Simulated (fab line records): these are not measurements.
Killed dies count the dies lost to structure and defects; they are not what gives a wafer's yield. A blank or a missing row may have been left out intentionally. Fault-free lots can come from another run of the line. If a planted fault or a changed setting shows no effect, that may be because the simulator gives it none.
One fault through the eyes of 3 desks || flow n5_finfet || every desk sees just its own numbers, and what lay behind them comes last

== FROM THE METROLOGY DESK ==
Means of the sampled wafers that have a number, per lot and without regard to the tool the lot ran on: this is what the gauges read. If a lot's mean is further than 4 standard deviations from the usual mean, the lot is out of limits and carries the mark OUT (the distance appears in the brackets). Only the readings that lie furthest out on some lot appear, 7 of the 11 it has.
Columns: A = SDB_THK at N5_SDB_THK_MEAS_31, usual 63.8 nm; B = DIBL_P at N5_BEOL_M4_RC_MEAS_101, usual 36.1 mV/V; C = IOFF_N at N5_BEOL_M4_RC_MEAS_101, usual 0.153 nA/um; D = IOFF_P at N5_BEOL_M4_RC_MEAS_101, usual 0.215 nA/um; E = ION_P at N5_BEOL_M4_RC_MEAS_101, usual 463 uA/um; F = SS_N at N5_BEOL_M4_RC_MEAS_101, usual 71.5 mV/dec; G = VT_P at N5_BEOL_M4_RC_MEAS_101, usual -249 mV
{"lot": "L849", "first seen here": "day 3 22:35", "A": 63.4, "B": 37.8, "C": 0.157, "D": 0.251, "E": 468, "F": 72.2, "G": -246}
{"lot": "L850", "first seen here": "day 4 06:10", "A": 64.9, "B": 35.2, "C": 0.153, "D": 0.241, "E": 477, "F": 71.6, "G": -245}
{"lot": "L858", "first seen here": "day 6 05:02", "A": 64.5, "B": 37.5, "C": 0.158, "D": 0.202, "E": 458, "F": 71.4, "G": -251}
{"lot": "L861", "first seen here": "day 6 21:44", "A": 64.2, "B": 36.8, "C": 0.171, "D": 0.260, "E": 469, "F": 72.0, "G": -246}
{"lot": "L862", "first seen here": "day 7 07:49", "A": 64.0, "B": 37.8, "C": 0.161, "D": 0.207, "E": 459, "F": 71.2, "G": -251}
{"lot": "L864", "first seen here": "day 7 18:22", "A": 64.0, "B": 37.1, "C": 0.160, "D": 0.222, "E": 463, "F": 71.6, "G": -251}
{"lot": "L865", "first seen here": "day 7 23:06", "A": 62.7, "B": 33.1, "C": 0.121, "D": 0.156, "E": 451, "F": 70.8, "G": -256}
{"lot": "L870", "first seen here": "day 9 07:38", "A": 62.2, "B": 36.7, "C": 0.153, "D": 0.231, "E": 471, "F": 71.1, "G": -248}
{"lot": "L872", "first seen here": "day 9 21:58", "A": 63.0, "B": 36.3, "C": 0.157, "D": 0.210, "E": 463, "F": 71.2, "G": -249}
This desk's finding: nothing out of limits on any of the 9 lots.

== THE DEFECT DESK ==
What the inspections along the route counted, lot by lot: means of the sampled wafers that have a number. If a lot's mean is further than 4 standard deviations from the usual mean, the lot is out of limits and carries the mark OUT (the distance appears in the brackets).
Columns: A = raw_defect_count at N5_DUMMY_REMOVAL_INSPECT_06, usual 11
{"lot": "L849", "first seen here": "day 3 22:51", "A": 17}
{"lot": "L850", "first seen here": "day 4 06:31", "A": 10}
{"lot": "L858", "first seen here": "day 6 05:22", "A": 13}
{"lot": "L861", "first seen here": "day 6 22:00", "A": 8}
{"lot": "L862", "first seen here": "day 7 08:10", "A": 6}
{"lot": "L864", "first seen here": "day 7 18:45", "A": 14}
{"lot": "L865", "first seen here": "day 7 23:22", "A": 10}
{"lot": "L870", "first seen here": "day 9 07:53", "A": 10}
{"lot": "L872", "first seen here": "day 9 22:13", "A": 7}
This desk's finding: nothing out of limits on any of the 9 lots.

== THE TOOL OWNER'S DESK: cmp-03 ==
The tool's own readings at N5_SDB_CMP_30 (polishes, stops on poly-Si, t overpolish 1.54 s, target thk 30 nm): means of the sampled wafers that have a number, for each lot that ran on this tool. If a lot's mean is further than 4 standard deviations from the usual mean, the lot is out of limits and carries the mark OUT (the distance appears in the brackets).
Columns: A = motor_current_A at N5_SDB_CMP_30, usual 12.9 A; B = overpolish_run_s at N5_SDB_CMP_30, usual 1.540 s; C = time_to_endpoint_s at N5_SDB_CMP_30, usual 15.8 s
{"lot": "L849", "first seen here": "day 3 22:22", "A": 12.9, "B": 1.540, "C": 16.8}
{"lot": "L858", "first seen here": "day 6 04:47", "A": 12.6, "B": 1.541, "C": 14.1}
{"lot": "L861", "first seen here": "day 6 21:26", "A": 13.4, "B": 1.540, "C": 17.2}
{"lot": "L862", "first seen here": "day 7 07:31", "A": 13.2, "B": 1.537, "C": 15.6}
{"lot": "L865", "first seen here": "day 7 22:53", "A": 13.0, "B": 1.540, "C": 14.5}
{"lot": "L870", "first seen here": "day 9 07:20", "A": 13.2, "B": 1.544, "C": 12.5}
This desk's finding: nothing out of limits on any of the 6 lots.

== ALL TOGETHER ==
At the metrology desk, nothing out of limits was observed.
Nothing out of limits was seen by the defect desk.
Nothing out of limits was seen by the tool owner's desk.

== WHAT THE SIMULATOR PUT IN ==
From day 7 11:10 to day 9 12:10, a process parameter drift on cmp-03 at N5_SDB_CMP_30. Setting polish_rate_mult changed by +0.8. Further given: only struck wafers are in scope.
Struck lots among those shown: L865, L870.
